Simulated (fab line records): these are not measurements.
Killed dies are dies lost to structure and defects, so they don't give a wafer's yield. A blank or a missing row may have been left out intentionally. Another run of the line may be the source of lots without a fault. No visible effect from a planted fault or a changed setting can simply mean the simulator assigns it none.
Matching of chambers :: flow nand harc :: NHARC_A_CHANNEL_FILL_D1_ALD_02 on ald hk-01 has 4 sister chambers
The step deposits SiO2, target thk 6 nm, pulse time 10 s, ald cycles 60. 4 wafers are shown with their chamber, then 11 later ones without.

## EACH WAFER AND ITS CHAMBER
wafer: L083.1
chamber: 3
heater power w (W): 450

wafer: L086.5
chamber: 2
heater power w (W): 523

wafer: L089.5
chamber: 1
heater power w (W): 467

wafer: L091.1
chamber: 0
heater power w (W): 389

## WAFERS MISSING THEIR CHAMBER
wafer: L091.3
heater power w (W): 510

wafer: L091.4
heater power w (W): 442

wafer: L092.4
heater power w (W): 399

wafer: L092.5
heater power w (W): 426

wafer: L092.6
heater power w (W): 519

wafer: L095.1
heater power w (W): 388

wafer: L095.2
heater power w (W): 459

wafer: L095.4
heater power w (W): 502

wafer: L096.3
heater power w (W): 514

wafer: L096.4
heater power w (W): 397

wafer: L096.6
heater power w (W): 479

## WHICH CHAMBER EACH WENT THROUGH
wafer: L091.3
from the rows above: 2
in truth: 2

wafer: L091.4
from the rows above: can't be placed: 3 or 1
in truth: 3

wafer: L092.4
from the rows above: 0
in truth: 0

wafer: L092.5
from the rows above: can't be placed: 3 or 0 or 1
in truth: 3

wafer: L092.6
from the rows above: 2
in truth: 2

wafer: L095.1
from the rows above: 0
in truth: 0

wafer: L095.2
from the rows above: can't be placed: 1 or 3
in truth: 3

wafer: L095.4
from the rows above: can't be placed: 2 or 1
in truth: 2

wafer: L096.3
from the rows above: 2
in truth: 2

wafer: L096.4
from the rows above: 0
in truth: 0

wafer: L096.6
from the rows above: can't be placed: 1 or 3
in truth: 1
Placed correctly: 6 of 11. From these rows, 5 cannot be placed; in 5 the true chamber is one of the candidates. Placed wrongly: 0.
How it was worked out, from the rows above alone: a wafer's distance from a chamber is the root of the sum, over the readings, of the square of ((its reading less the chamber's mean) divided by the reading's scatter). The wafer belongs to the nearest chamber; if the next one is less than 2 further off, it can't be placed. A chamber's mean is the mean of its shown wafers. The scatter (one wafer shown for each chamber): square how far every hidden wafer sits from the nearest shown wafer, average those squares and take the square root.
